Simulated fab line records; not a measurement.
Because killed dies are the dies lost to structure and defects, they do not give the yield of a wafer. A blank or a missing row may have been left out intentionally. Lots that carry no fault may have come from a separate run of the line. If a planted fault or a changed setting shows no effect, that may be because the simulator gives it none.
fab line records	flow nand-harc	part 1 of 2: steps 1 to 20 of 26
[record] lots = 5	wafers = 15	last-day = 33
route steps=1302 shown A_STAIRCASE@717
lots untouched by any fault: they come from a run of this same line in which no faults occurred
start-h: the number of hours between the record's first day and the start of the first shown wafer of the lot	wait-h: hours from the lot's prior step to this one	" repeats the value in the row above	L1.1+2: a single row standing in for several wafers	- either no value or no given start	* or withheld: withheld	< > ~ a bound
route shown NAME@n: a module of which the file shows steps, and the number in the route of the first	usual: mean and standard deviation over wafers with no fault	same: alike in all rows	chamber/n: place in a boat	sites: per-site readings	_std_site: standard deviation of those values	_edge_site: inner sites' mean taken away from outer sites' mean	radius-mm: for every site, how far away it sits from the centre of the wafer	mask NAME#n: copy n	behind: the last tool/chamber to shape the wafer	hold: why the lot went on hold/how many hours it stayed there/how the hold came to an end	device: which transistor (n, p or np) failed to switch	end of line: at the end of the route, the tests of the same wafers	where a step has no rows: the recipe by itself	killed: at the first sort, the dies lost to defects and structure; wafer yield is something else	map: dies across one wafer; x = killed, . = not, _ = none there
set.NAME: the setting the step ran with; set.NAME@STEP: the setting that earlier step ran with	model.NAME: the simulator's own value behind a step, which no gauge read
lots at some steps of the route; a table a step, a row a wafer
services: from which hour (start-h, from the record's first day; less than 0 if before it) a tool's chamber was out of use, for how many hours, and why
[[steps]]
[step NHARC_A_STAIRCASE_ETCH_203]
[recipe] target-depth-a = 1000	time-s = 40.5	ion-energy-ev = 400	c4f8-flow-sccm = 20	o2-flow-sccm = 10	ar-flow-sccm = withheld	rf-w = 600	bias-w = 1000	chemistry = C4F8/O2
[usual] bias-w = 1000/3	oes-product-au = 0.939/0.015	rf-vpp-V = 899/5.3
lot.wafer	tool	chamber	start-h	wait-h	bias-w	oes-product-au	rf-hours-counter-h	rf-vpp-V
L082.4	rie-diel-04	3	-	-	999	0.943	24	904
L082.2	"	0	"	"	1002	0.931	24	900
L082.5	"	0	"	"	1001	0.932	-	900
L090.2	rie-diel-02	1	-	-	1002	0.914	49	906
L090.3	"	1	"	"	1006	0.908	-	905
L090.6	"	2	"	"	999	0.916	-	894
L091.2	rie-diel-02	2	-	-	1004	0.927	48	893
L091.6	"	1	"	"	998	0.916	-	905
L091.5	"	2	"	"	1001	0.935	-	893
L095.3	rie-diel-04	1	-	-	1000	0.958	15	905
L095.1	"	2	"	"	1004	0.955	12	896
L095.4	"	3	"	"	997	0.925	17	904
L096.2	rie-diel-13	2	-	-	1002	0.936	23	894
L096.4	"	1	"	"	995	0.960	18	904
L096.5	"	2	"	"	1001	0.949	-	895
[step NHARC_A_STAIRCASE_STRIP_205]
[recipe] power-w = 1500	temp-c = 250	chemistry = O2
[usual] drypump-motor-current-A = 6.0/0.35	heater-power-w = 348/28
lot.wafer	tool	chamber	start-h	wait-h	drypump-motor-current-A	heater-power-w	rf-hours-counter-h
L082.2	plasma-asher-01	0	441.31	0.1	6.1	323	16
L082.4	"	0	"	"	6.0	328	-
L082.5	"	0	"	"	6.0	332	-
L090.2	plasma-asher-02	0	526.38	0.1	5.7	387	20
L090.3	"	1	"	"	6.5	314	-
L090.6	"	0	"	"	5.7	390	-
L091.2	plasma-asher-02	0	527.50	0.1	5.6	390	21
L091.5	"	0	"	"	5.6	378	-
L091.6	"	1	"	"	6.6	317	-
L095.1	plasma-asher-01	0	580.45	0.1	6.0	318	10
L095.4	"	0	"	"	6.0	310	-
L095.3	"	1	"	"	5.7	346	-
L096.2	plasma-asher-02	0	585.22	0.1	5.6	390	32
L096.4	"	1	"	"	6.6	324	-
L096.5	"	0	"	"	5.7	391	-
[step NHARC_A_STAIRCASE_STRIP_206]
[recipe] time-s = 900	temp-c = 130	chemistry = SPM
[usual] bath-heat-duty-pct = 14.5/1.6
lot.wafer	tool	chamber	start-h	wait-h	bath-heat-duty-pct
L082.5	wet-bench-09	6	441.62	0.1	14.9
L082.2	"	7	"	"	13.9
L082.4	"	2	"	"	16.4
L090.2	wet-bench-02	4	526.75	0.3	14.5
L090.3	"	6	"	"	14.7
L090.6	"	7	"	"	15.2
L091.5	wet-bench-09	6	527.87	0.1	13.2
L091.6	"	7	"	"	13.5
L091.2	"	0	"	"	15.8
L095.4	wet-bench-09	2	580.80	0.2	18.2
L095.3	"	4	"	"	11.1
L095.1	"	7	"	"	12.3
L096.2	wet-bench-02	3	585.57	0.3	13.3
L096.5	"	6	"	"	14.7
L096.4	"	0	"	"	16.1
[step NHARC_A_STAIRCASE_PRECLEAN_207]
[recipe] time-s = *	temp-c = 50	bath-age-min = 0	chemistry = SC1
[usual] bath-heat-duty-pct = 6.9/0.84
[same] bath-age-min = 0
lot.wafer	tool	chamber	start-h	wait-h	bath-heat-duty-pct
L082.5	wet-bench-09	6	-	-	6.9
L082.2	"	7	"	"	6.1
L082.4	"	2	"	"	8.4
L090.2	wet-bench-02	4	-	-	6.5
L090.3	"	6	"	"	6.9
L090.6	"	7	"	"	7.5
L091.5	wet-bench-09	6	-	-	6.7
L091.6	"	7	"	"	6.5
L091.2	"	0	"	"	8.7
L095.4	wet-bench-09	2	-	-	9.0
L095.3	"	4	"	"	5.9
L095.1	"	7	"	"	6.1
L096.2	wet-bench-02	3	-	-	5.0
L096.5	"	6	"	"	6.9
L096.4	"	0	"	"	7.3
[step NHARC_A_STAIRCASE_SRD_208]
lot.wafer	tool	chamber	start-h	wait-h
L082.5+2+4	wet-bench-09	6,7,2	-	-
L090.2+3+6	wet-bench-02	4,6,7	-	-
L091.5+6+2	wet-bench-09	6,7,0	-	-
L095.4+3+1	wet-bench-09	2,4,7	-	-
L096.2+5+4	wet-bench-02	3,6,0	-	-
[step NHARC_A_STAIRCASE_DEHYDRATE_209]
[recipe] temp-c = 150	time-s = 120
[usual] exhaust-pa = 45.0/0.8	heater-power-total-W = 182.5/1.2	plate-temp-C = 150.04/0.15
lot.wafer	tool	chamber	start-h	wait-h	exhaust-pa	heater-power-total-W	plate-temp-C
L082.2	litho-track-03	0	442.06	-	44.7	184.0	150.39
L082.4	"	0	"	"	45.0	184.0	150.07
L082.5	"	0	"	"	45.2	184.1	149.84
L090.2	litho-track-05	0	527.19	-	45.1	182.4	149.84
L090.3	"	0	"	"	44.8	181.8	149.91
L090.6	"	0	"	"	45.6	181.9	150.05
L091.2	litho-track-07	0	528.31	-	46.0	183.8	150.04
L091.5	"	0	"	"	44.9	182.7	149.96
L091.6	"	0	"	"	46.3	181.1	150.14
L095.1	litho-track-07	0	581.26	-	45.2	180.9	150.12
L095.3	"	0	"	"	45.2	180.6	150.03
L095.4	"	0	"	"	44.4	180.5	150.21
L096.2	litho-track-05	0	586.03	-	45.7	183.2	149.83
L096.4	"	0	"	"	44.0	180.9	150.09
L096.5	"	0	"	"	45.9	184.1	149.83
[step NHARC_A_STAIRCASE_HMDS_210]
[recipe] time-s = 30
[usual] exhaust-pa = 45.0/0.83
lot.wafer	tool	chamber	start-h	wait-h	exhaust-pa
L082.2	litho-track-03	0	-	-	45.9
L082.4	"	0	"	"	46.0
L082.5	"	0	"	"	46.0
L090.2	litho-track-05	0	-	-	44.9
L090.3	"	0	"	"	44.9
L090.6	"	0	"	"	45.3
L091.2	litho-track-07	0	-	-	43.3
L091.5	"	0	"	"	45.3
L091.6	"	0	"	"	44.2
L095.1	litho-track-07	0	-	-	45.5
L095.3	"	0	"	"	45.1
L095.4	"	0	"	"	44.9
L096.2	litho-track-05	0	-	-	46.3
L096.4	"	0	"	"	46.5
L096.5	"	0	"	"	45.7
[step NHARC_A_STAIRCASE_COAT_211]
[recipe] spin-rpm = 1200
[usual] exhaust-pa = 45.0/0.87
lot.wafer	tool	chamber	start-h	wait-h	exhaust-pa
L082.2	litho-track-03	0	-	-	43.8
L082.4	"	0	"	"	45.9
L082.5	"	0	"	"	44.9
L090.2	litho-track-05	0	-	-	44.5
L090.3	"	0	"	"	43.2
L090.6	"	0	"	"	43.6
L091.2	litho-track-07	0	-	-	44.4
L091.5	"	0	"	"	45.2
L091.6	"	0	"	"	46.5
L095.1	litho-track-07	0	-	-	44.5
L095.3	"	0	"	"	45.6
L095.4	"	0	"	"	44.7
L096.2	litho-track-05	0	-	-	43.9
L096.4	"	0	"	"	43.8
L096.5	"	0	"	"	44.3
[step NHARC_A_STAIRCASE_SOFTBAKE_212]
[recipe] temp-c = 135	time-s = 170
[usual] exhaust-pa = 44.9/0.88	heater-power-total-W = 134.4/0.95	plate-temp-C = 134.98/0.14
lot.wafer	tool	chamber	start-h	wait-h	exhaust-pa	heater-power-total-W	plate-temp-C
L082.2	litho-track-03	0	-	-	45.3	135.0	134.91
L082.4	"	0	"	"	45.3	133.4	135.00
L082.5	"	0	"	"	46.1	133.5	134.96
L090.2	litho-track-05	0	-	-	44.9	134.6	135.25
L090.3	"	0	"	"	44.3	134.6	134.97
L090.6	"	0	"	"	44.8	134.9	134.96
L091.2	litho-track-07	0	-	-	46.0	134.0	134.83
L091.5	"	0	"	"	45.8	135.5	134.94
L091.6	"	0	"	"	45.4	133.2	134.78
L095.1	litho-track-07	0	-	-	45.6	133.2	135.30
L095.3	"	0	"	"	44.6	134.3	135.21
L095.4	"	0	"	"	44.5	133.2	135.12
L096.2	litho-track-05	0	-	-	46.1	133.2	135.05
L096.4	"	0	"	"	46.4	135.4	135.10
L096.5	"	0	"	"	46.4	136.1	134.89
[step NHARC_A_STAIRCASE_EBR_213]
[usual] exhaust-pa = 44.8/0.89
lot.wafer	tool	chamber	start-h	wait-h	exhaust-pa
L082.2	litho-track-03	0	-	-	44.8
L082.4	"	0	"	"	46.1
L082.5	"	0	"	"	45.9
L090.2	litho-track-05	0	-	-	44.8
L090.3	"	0	"	"	44.6
L090.6	"	0	"	"	42.9
L091.2	litho-track-07	0	-	-	44.7
L091.5	"	0	"	"	44.0
L091.6	"	0	"	"	44.5
L095.1	litho-track-07	0	-	-	43.5
L095.3	"	0	"	"	43.9
L095.4	"	0	"	"	42.9
L096.2	litho-track-05	0	-	-	44.1
L096.4	"	0	"	"	45.0
L096.5	"	0	"	"	44.2
[step NHARC_A_STAIRCASE_EXPOSE_214]
[recipe] na = 0.5	dose-mj = 31.26	mask-id = STAIR_3
lot.wafer	tool	chamber	start-h	wait-h	mask
L082.2+4+5	krf-scanner-03	0	442.28	-	STAIR_3#0
L090.2+3+6	krf-scanner-03	0	527.40	-	STAIR_3#0
L091.2+5+6	krf-scanner-02	0	528.64	-	STAIR_3#0
L095.1+3+4	krf-scanner-01	0	581.59	-	STAIR_3#0
L096.2+4+5	krf-scanner-01	0	586.36	-	STAIR_3#0
[step NHARC_A_STAIRCASE_PEB_215]
[recipe] peb-temp-c = 115	peb-time-s = 130
[usual] exhaust-pa = 44.9/0.8	heater-power-total-W = 123.87/0.18	plate-temp-C = 115.02/0.15
lot.wafer	tool	chamber	start-h	wait-h	exhaust-pa	heater-power-total-W	plate-temp-C
L082.2	litho-track-03	0	442.34	0.1	44.0	123.69	115.10
L082.4	"	0	"	"	44.1	123.77	114.88
L082.5	"	0	"	"	44.1	123.70	114.92
L090.2	litho-track-03	0	527.46	0.1	44.9	123.95	115.01
L090.3	"	0	"	"	45.6	123.75	115.17
L090.6	"	0	"	"	46.1	123.82	114.90
L091.2	litho-track-03	0	528.70	0.1	43.8	124.03	115.03
L091.5	"	0	"	"	43.9	123.89	114.68
L091.6	"	0	"	"	44.7	123.67	114.75
L095.1	litho-track-05	0	581.65	0.1	44.9	123.90	115.04
L095.3	"	0	"	"	46.4	123.78	114.79
L095.4	"	0	"	"	44.9	124.04	114.88
L096.2	litho-track-03	0	586.42	0.1	44.0	123.86	114.94
L096.4	"	0	"	"	45.5	123.36	114.97
L096.5	"	0	"	"	44.3	123.89	114.97
[step NHARC_A_STAIRCASE_DEVELOP_216]
[recipe] time-s = 140
[usual] exhaust-pa = 45.1/0.8
lot.wafer	tool	chamber	start-h	wait-h	exhaust-pa
L082.2	litho-track-03	0	-	-	45.7
L082.4	"	0	"	"	46.8
L082.5	"	0	"	"	45.4
L090.2	litho-track-03	0	-	-	45.4
L090.3	"	0	"	"	46.7
L090.6	"	0	"	"	45.5
L091.2	litho-track-03	0	-	-	44.1
L091.5	"	0	"	"	45.3
L091.6	"	0	"	"	46.6
L095.1	litho-track-05	0	-	-	46.0
L095.3	"	0	"	"	45.5
L095.4	"	0	"	"	45.8
L096.2	litho-track-03	0	-	-	44.0
L096.4	"	0	"	"	43.9
L096.5	"	0	"	"	45.4
[step NHARC_A_STAIRCASE_HARDBAKE_218]
[recipe] temp-c = 120	time-s = 140
[usual] exhaust-pa = 44.9/0.88	heater-power-total-W = 127.27/0.21
lot.wafer	tool	chamber	start-h	wait-h	exhaust-pa	heater-power-total-W
L082.2	litho-track-05	0	442.56	-	44.7	127.55
L082.4	"	0	"	"	45.1	126.97
L082.5	"	0	"	"	45.2	127.31
L090.2	litho-track-05	0	527.68	-	44.4	127.35
L090.3	"	0	"	"	44.9	127.16
L090.6	"	0	"	"	43.5	127.50
L091.2	litho-track-07	0	528.93	-	44.7	127.39
L091.5	"	0	"	"	45.0	127.25
L091.6	"	0	"	"	45.2	127.19
L095.1	litho-track-03	0	581.87	-	44.5	127.41
L095.3	"	0	"	"	45.1	127.06
L095.4	"	0	"	"	44.5	127.21
L096.2	litho-track-03	0	586.65	-	44.5	127.29
L096.4	"	0	"	"	43.9	127.32
L096.5	"	0	"	"	45.4	127.36
[step NHARC_A_STAIRCASE_DESCUM_219]
[recipe] time-s = 3	o2-flow-sccm = 200	ar-flow-sccm = 0	bias-power-w = 0	chemistry = O2
[usual] drypump-motor-current-A = 5.6/0.43	oes-product-au = 0.998/0.0096	rf-vpp-V = 57.9/0.85	showerhead-plenum-p-Torr = 1.95/0.083	throttle-valve-pct = 11.311/0.0088
lot.wafer	tool	chamber	start-h	wait-h	drypump-motor-current-A	oes-product-au	rf-hours-counter-h	rf-vpp-V	showerhead-plenum-p-Torr	throttle-valve-pct
L082.4	rie-diel-04	0	442.66	-	5.3	0.980	24	57.1	1.99	11.314
L082.2	"	2	"	"	4.8	1.004	21	57.4	1.94	11.317
L082.5	"	3	"	"	5.5	1.001	-	58.5	2.05	11.316
L090.3	rie-diel-04	3	527.78	-	5.6	1.004	50	58.4	2.04	11.298
L090.2	"	0	"	"	5.3	0.985	52	57.9	1.98	11.319
L090.6	"	3	"	"	5.6	1.002	-	59.1	2.04	11.322
L091.2	rie-diel-04	3	529.03	-	5.5	0.999	50	57.1	2.04	11.327
L091.6	"	1	"	"	6.0	1.022	-	57.0	1.76	11.306
L091.5	"	0	"	"	5.3	0.994	-	58.9	1.98	11.318
L095.4	rie-diel-04	0	581.96	-	5.3	0.985	17	57.9	1.97	11.317
L095.1	"	1	"	"	6.0	1.004	15	58.4	2.07	11.322
L095.3	"	2	"	"	4.8	1.012	13	57.0	1.93	11.300
L096.4	rie-diel-04	2	586.75	-	4.9	1.000	14	58.1	1.93	11.303
L096.2	"	3	"	"	5.6	0.997	20	57.7	2.03	11.314
L096.5	"	1	"	"	6.0	1.013	-	57.9	2.07	11.321
[step NHARC_A_STAIRCASE_TRIM_220]
[recipe] time-s = 211.2	o2-flow-sccm = 500	ar-flow-sccm = 0	bias-w = 0	chemistry = O2
[usual] drypump-motor-current-A = 5.6/0.44	oes-product-au = 0.999/0.0093	rf-vpp-V = 57.8/0.86	showerhead-plenum-p-Torr = 3.60/0.14	throttle-valve-pct = 17.037/0.0092
[same] bias-w = 0
lot.wafer	tool	chamber	start-h	wait-h	drypump-motor-current-A	oes-product-au	rf-hours-counter-h	rf-vpp-V	showerhead-plenum-p-Torr	throttle-valve-pct
L082.4	rie-diel-04	0	442.75	0.1	5.3	0.989	25	58.1	3.65	17.026
L082.2	"	2	"	"	4.8	1.000	21	58.0	3.58	17.048
L082.5	"	3	"	"	5.6	1.005	-	57.3	3.76	17.042
L090.2	rie-diel-04	3	527.87	0.1	5.6	1.008	50	57.7	3.75	17.047
L090.3	"	0	"	"	5.3	0.994	52	58.6	3.64	17.042
L090.6	"	1	"	"	6.0	1.021	-	57.1	3.26	17.043
L091.2	rie-diel-04	3	529.31	0.3	5.6	1.014	50	58.9	3.75	17.044
L091.5	"	1	"	"	6.0	1.026	-	57.2	3.26	17.047
L091.6	"	0	"	"	5.3	0.993	-	58.0	3.64	17.032
L095.4	rie-diel-04	2	582.05	0.1	4.8	1.011	13	57.8	3.56	17.040
L095.3	"	0	"	"	5.3	0.983	17	56.6	3.63	17.027
L095.1	"	1	"	"	6.0	1.001	15	58.6	3.80	17.030
L096.4	rie-diel-04	3	586.85	0.1	5.6	0.986	20	57.9	3.74	17.039
L096.2	"	0	"	"	5.3	0.976	19	57.5	3.63	17.035
L096.5	"	1	"	"	6.0	1.001	-	58.1	3.80	17.030
[step NHARC_A_STAIRCASE_ETCH_221]
[recipe] target-depth-a = 1000	time-s = 40.5	ion-energy-ev = 400	c4f8-flow-sccm = 20	o2-flow-sccm = 10	ar-flow-sccm = withheld	rf-w = 600	bias-w = 1000	chemistry = C4F8/O2
[usual] bias-w = 999.8/2.8	oes-product-au = 0.939/0.014	rf-vpp-V = 899/5.2
lot.wafer	tool	chamber	start-h	wait-h	bias-w	oes-product-au	rf-hours-counter-h	rf-vpp-V
L082.4	rie-diel-04	1	-	-	997.6	0.972	16	887
L082.2	"	2	"	"	998.8	0.945	21	899
L082.5	"	0	"	"	998.1	0.935	-	900
L090.3	rie-diel-04	0	-	-	1002.3	0.929	52	901
L090.2	"	1	"	"	997.6	0.952	41	887
L090.6	"	1	"	"	1000.1	0.969	-	886
L091.2	rie-diel-04	1	-	-	998.0	0.958	42	887
L091.5	"	0	"	"	1001.4	0.923	-	902
L091.6	"	3	"	"	996.6	0.943	-	902
L095.4	rie-diel-04	2	-	-	1001.9	0.966	13	897
L095.1	"	3	"	"	1004.3	0.943	18	904
L095.3	"	0	"	"	998.5	0.936	17	899
L096.2	rie-diel-04	3	-	-	1001.1	0.963	20	903
L096.4	"	0	"	"	996.4	0.929	19	900
L096.5	"	1	"	"	999.0	0.940	-	905
[step NHARC_A_STAIRCASE_TRIM_222]
[recipe] time-s = 211.2	o2-flow-sccm = 500	ar-flow-sccm = 0	bias-w = 0	chemistry = O2
[usual] drypump-motor-current-A = 5.6/0.45	oes-product-au = 1.000/0.01	rf-vpp-V = 58.1/0.94	showerhead-plenum-p-Torr = 3.60/0.14	throttle-valve-pct = 17.037/0.0092
[same] bias-w = 0
lot.wafer	tool	chamber	start-h	wait-h	drypump-motor-current-A	oes-product-au	rf-hours-counter-h	rf-vpp-V	showerhead-plenum-p-Torr	throttle-valve-pct
L082.4	rie-diel-04	0	-	-	5.4	1.004	25	58.5	3.65	17.028
L082.2	"	3	"	"	5.6	1.008	24	58.5	3.76	17.031
L082.5	"	0	"	"	5.4	0.988	-	59.7	3.65	17.043
L090.2	rie-diel-04	0	-	-	5.3	0.993	52	57.2	3.64	17.038
L090.3	"	3	"	"	5.6	1.005	50	59.6	3.75	17.029
L090.6	"	1	"	"	6.0	1.020	-	56.9	3.26	17.043
L091.2	rie-diel-04	0	-	-	5.3	0.984	53	58.0	3.64	17.013
L091.6	"	1	"	"	6.0	1.028	-	58.2	3.26	17.052
L091.5	"	3	"	"	5.6	1.020	-	59.4	3.75	17.037
L095.4	rie-diel-04	0	-	-	5.4	0.988	17	58.7	3.63	17.049
L095.1	"	2	"	"	4.8	1.013	13	58.1	3.56	17.024
L095.3	"	3	"	"	5.6	0.991	18	58.7	3.74	17.029
L096.4	rie-diel-04	3	-	-	5.6	1.000	20	57.6	3.73	17.039
L096.2	"	1	"	"	6.0	1.004	17	59.4	3.80	17.030
L096.5	"	3	"	"	5.6	0.993	-	58.0	3.74	17.038
[step NHARC_A_STAIRCASE_ETCH_223]
[recipe] target-depth-a = 1000	time-s = 40.5	ion-energy-ev = 400	c4f8-flow-sccm = 20	o2-flow-sccm = 10	ar-flow-sccm = withheld	rf-w = 600	bias-w = 1000	chemistry = C4F8/O2
[usual] bias-w = 1000.0/2.9	oes-product-au = 0.941/0.012	rf-vpp-V = 899/5.2
lot.wafer	tool	chamber	start-h	wait-h	bias-w	oes-product-au	rf-hours-counter-h	rf-vpp-V
L082.2	rie-diel-04	1	-	-	1003.0	0.964	16	886
L082.4	"	2	"	"	1000.4	0.954	21	898
L082.5	"	0	"	"	1000.9	0.939	-	900
L090.2	rie-diel-04	3	-	-	1002.1	0.944	50	903
L090.3	"	1	"	"	1001.6	0.962	41	886
L090.6	"	3	"	"	1002.9	0.942	-	904
L091.2	rie-diel-04	1	-	-	994.6	0.941	42	885
L091.6	"	0	"	"	996.7	0.915	-	900
L091.5	"	3	"	"	997.4	0.934	-	902
L095.1	rie-diel-04	0	-	-	1003.3	0.918	17	899
L095.3	"	1	"	"	1002.7	0.951	15	906
L095.4	"	2	"	"	997.9	0.954	13	896
L096.2	rie-diel-04	0	-	-	1004.3	0.923	19	899
L096.4	"	1	"	"	998.0	0.942	17	905
L096.5	"	3	"	"	995.4	0.933	-	904
[step NHARC_A_STAIRCASE_TRIM_224]
[recipe] time-s = 211.2	o2-flow-sccm = 500	ar-flow-sccm = 0	bias-w = 0	chemistry = O2
[usual] drypump-motor-current-A = 5.6/0.44	oes-product-au = 0.999/0.01	rf-vpp-V = 58.0/0.91	showerhead-plenum-p-Torr = 3.60/0.15	throttle-valve-pct = 17.037/0.0086
[same] bias-w = 0
lot.wafer	tool	chamber	start-h	wait-h	drypump-motor-current-A	oes-product-au	rf-hours-counter-h	rf-vpp-V	showerhead-plenum-p-Torr	throttle-valve-pct
L082.4	rie-diel-04	3	-	-	5.6	1.015	24	58.4	3.76	17.038
L082.2	"	2	"	"	4.9	1.005	21	58.0	3.58	17.044
L082.5	"	3	"	"	5.6	0.998	-	58.6	3.76	17.039
L090.3	rie-diel-04	1	-	-	6.0	1.020	41	56.4	3.26	17.056
L090.2	"	0	"	"	5.3	0.993	52	58.4	3.64	17.028
L090.6	"	3	"	"	5.6	1.000	-	57.5	3.75	17.037
L091.2	rie-diel-04	0	-	-	5.4	0.988	53	59.2	3.64	17.031
L091.5	"	3	"	"	5.6	1.016	-	58.0	3.75	17.033
L091.6	"	0	"	"	5.3	1.007	-	57.8	3.64	17.033
L095.4	rie-diel-04	2	-	-	4.8	1.008	13	57.3	3.56	17.020
L095.1	"	0	"	"	5.3	0.987	17	59.2	3.63	17.043
L095.3	"	1	"	"	6.0	1.003	15	58.6	3.80	17.027
L096.2	rie-diel-04	3	-	-	5.6	0.997	20	59.5	3.73	17.051
L096.4	"	0	"	"	5.3	0.989	19	58.0	3.62	17.027
L096.5	"	3	"	"	5.6	0.988	-	57.2	3.74	17.019
